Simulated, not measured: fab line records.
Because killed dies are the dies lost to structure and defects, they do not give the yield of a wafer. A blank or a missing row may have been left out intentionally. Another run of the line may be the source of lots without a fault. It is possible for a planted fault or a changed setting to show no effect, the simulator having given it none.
The tool behind it: which one? -- flow nand-harc -- 42 wafers from 14 lots sampled at 5 of the route's 1159 steps

## WHAT THE GAUGES READ, wafer by wafer
NHARC_A_ZERO_WELL_CD_MEAS_10: target cd 2000 nm. Usual: 2001.3 nm for cd-nm, sd 2.1.
lot,measured,on,cd-nm (nm),flag
L601,day 6 11:25,cd-sem-02,2003.0 2006.2 2002.7,
L602,day 6 12:27,cd-sem-02,2002.1 2005.4 2004.5,
L604,day 6 23:11,cd-sem-02,1995.7 1996.9 1998.0,
L603,day 7 03:32,cd-sem-03,2000.3 2003.1 2003.6,
L606,day 7 22:53,cd-sem-03,2002.1 2005.7 2000.0,
L609,day 8 09:59,cd-sem-01,2000.3 2000.6 2000.2,
L610,day 8 10:13,cd-sem-01,2002.2 2002.4 2000.8,
L608,day 8 10:45,cd-sem-02,2001.8 2001.7 2000.2,
L617,day 10 12:32,cd-sem-02,2006.2 2004.8 2002.3,
L618,day 11 02:34,cd-sem-03,2000.5 1999.1 1999.4,
L619,day 11 03:11,cd-sem-03,1999.2 1997.8 2000.9,
L622,day 11 21:05,cd-sem-03,2002.0 2003.1 1999.3,
L623,day 11 21:44,cd-sem-03,1999.1 1998.8 1997.8,
L624,day 12 20:58,cd-sem-01,2001.6 2001.7 2003.3,

NHARC_A_ONON_D1_THK_MEAS_08: measures by ellipsometry. Usual: 997 nm for thk-nm, sd 8.5.
lot,measured,on,thk-nm (nm),flag
L601,day 7 11:09,film-metro-02,993 993 992,
L602,day 7 11:30,film-metro-02,986 985 987,
L604,day 8 02:42,film-metro-02,1004 1004 1003,
L603,day 8 02:41,film-metro-01,979 978 978,
L606,day 9 00:15,film-metro-01,1001 1001 1002,
L609,day 9 10:07,film-metro-02,984 984 981,
L610,day 9 09:55,film-metro-02,998 998 1001,
L608,day 9 10:16,film-metro-02,997 999 1000,
L617,day 11 10:54,film-metro-02,605 603 604,OFF
L618,day 12 03:34,film-metro-02,604 604 603,OFF
L619,day 12 03:34,film-metro-01,998 999 999,
L622,day 12 19:12,film-metro-01,1010 1011 1012,
L623,day 12 19:11,film-metro-01,1003 1002 1004,
L624,day 13 22:27,film-metro-02,986 987 988,

NHARC_END_SORT_01. Usual: killed-at-array 27, standard deviation 10; killed-at-other 0.6, standard deviation 0.83; killed-at-periphery 2.4, standard deviation 1.8; killed-dies 30, standard deviation 10; killed-open 3.3, standard deviation 1.7; killed-short 1.8, standard deviation 1.4.
lot,measured,on,killed-at-array,killed-at-other,killed-at-periphery,killed-dies,killed-open,killed-short,flag
L617,day 22 18:57,prober-01,677 677 676,0 0 1,0 0 0,677 677 677,1 3 2,2 5 3,OFF
L618,day 23 15:56,prober-01,676 673 673,0 2 1,1 2 3,677 677 677,2 5 3,0 1 4,OFF

## TOOL THAT RAN EACH LOT (tool first, then ch and the chambers of the sampled wafers, then the start)
lot,NHARC_A_ZERO_WELL_ETCH_19,NHARC_A_ONON_D1_DEP_06
L601,"rie-diel-03 ch 1,2,3, day 6 11:41","pecvd-onon-01 ch 0, day 7 10:42"
L602,"rie-diel-09 ch 1,2,3, day 6 12:41","pecvd-onon-01 ch 0, day 7 11:03"
L604,"rie-diel-03 ch 0,1,3, day 6 23:26","pecvd-onon-02 ch 0, day 8 02:11"
L603,"rie-diel-01 ch 0,1,2, day 7 03:47","pecvd-onon-03 ch 0, day 8 02:11"
L606,"rie-diel-03 ch 0,3, day 7 23:07","pecvd-onon-01 ch 0, day 8 23:55"
L609,"rie-diel-01 ch 0,1,2, day 8 10:14","pecvd-onon-02 ch 0, day 9 09:40"
L610,"rie-diel-01 ch 0,1,2, day 8 10:28","pecvd-onon-03 ch 0, day 9 09:24"
L608,"rie-diel-09 ch 1,3, day 8 11:00","pecvd-onon-03 ch 0, day 9 09:49"
L617,"rie-diel-03 ch 0,2,3, day 10 12:46","pecvd-onon-02 ch 0, day 11 10:27"
L618,"rie-diel-03 ch 1,2,3, day 11 02:49","pecvd-onon-02 ch 0, day 12 03:04"
L619,"rie-diel-03 ch 0,1,2, day 11 03:26","pecvd-onon-01 ch 0, day 12 03:04"
L622,"rie-diel-01 ch 0,1,2, day 11 21:20","pecvd-onon-03 ch 0, day 12 18:45"
L623,"rie-diel-01 ch 0,1,2, day 11 22:00","pecvd-onon-01 ch 0, day 12 18:41"
L624,"rie-diel-09 ch 0,2,3, day 12 21:12","pecvd-onon-01 ch 0, day 13 22:02"
- NHARC_A_ZERO_WELL_ETCH_19: etches the open film in N2/H2, target depth 80 nm, overetch 24 nm, time 87.88 s.
- NHARC_A_ONON_D1_DEP_06: target thk 1000 nm.

## WHAT THE TOOLS THEMSELVES READ (means of the sampled wafers that have a number; where no wafer has one, the mark that the record gives instead)
NHARC_A_ZERO_WELL_ETCH_19. Usual: drypump-motor-current-A 5.7 A, standard deviation 0.59; h2-flow-sccm 150.0 sccm, standard deviation 0.43; oes-product-au 1.002 a.u., standard deviation 0.015; rf-vpp-V 431.6 V, standard deviation 2.4; showerhead-plenum-p-Torr 2.08 Torr, standard deviation 0.084; throttle-valve-pct 14.171 %, standard deviation 0.0091.
lot,tool,drypump-motor-current-A (A),h2-flow-sccm (sccm),oes-product-au (a.u.),rf-vpp-V (V),showerhead-plenum-p-Torr (Torr),throttle-valve-pct (%),flag
L601,rie-diel-03,5.8,149.9,1.000,432.3,2.08,14.176,
L602,rie-diel-09,6.3,150.4,1.012,434.6,2.17,14.171,
L604,rie-diel-03,5.1,149.8,0.986,432.8,2.11,14.181,
L603,rie-diel-01,5.7,149.9,1.015,429.8,2.00,14.164,
L606,rie-diel-03,5.1,150.2,0.976,431.4,2.07,14.174,
L609,rie-diel-01,5.7,149.6,1.016,428.7,2.00,14.177,
L610,rie-diel-01,5.7,150.0,1.008,430.1,2.00,14.170,
L608,rie-diel-09,6.2,149.7,1.020,435.7,2.18,14.169,
L617,rie-diel-03,5.6,150.3,0.987,430.6,2.04,14.175,
L618,rie-diel-03,5.8,150.1,0.992,432.1,2.08,14.165,
L619,rie-diel-03,5.7,149.9,0.998,431.2,2.09,14.165,
L622,rie-diel-01,5.7,150.1,1.012,429.0,2.00,14.174,
L623,rie-diel-01,5.7,149.9,1.014,430.1,2.00,14.164,
L624,rie-diel-09,6.0,150.2,1.002,433.8,2.16,14.168,

## THE ANSWER, worked out from the rows above alone
Rule: a lot counts as off when the mean over its wafers that have a number is more than 3 standard deviations away from the usual mean. A lot without any number at a reading at which 4 lots or more have one is off too. Any other lot the step has rows for is counted as sound. Order of review: gauges by route order, followed by the tools' own readings, for which a lot's mean as printed above is used. The first step at which some lot is off is used, and at that step the reading that is off furthest; a lot without a number counts as furthest.
Off: L617, L618, at NHARC_A_ONON_D1_THK_MEAS_08 (thk-nm).
If a tool, at a process step before that reading, ran all the lots that are off and no sound lot after the first of them, it fits. The gauges at NHARC_A_ONON_D1_THK_MEAS_08 aren't tried: what is off there is off at NHARC_END_SORT_01 too, on other tools, and a gauge's error can't cause that. One fits: pecvd-onon-02 at NHARC_A_ONON_D1_DEP_06. Its last sound lot is L609 (day 9 09:40), its first lot that is off L617 (day 11 10:27): a fault that began between those two fits.

## WHAT THE SIMULATOR HAD PUT IN
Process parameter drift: pecvd-onon-02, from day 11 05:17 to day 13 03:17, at NHARC_A_ONON_D1_DEP_06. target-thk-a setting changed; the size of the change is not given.
Struck lots among those shown: L617, L618. The rule above found the same.
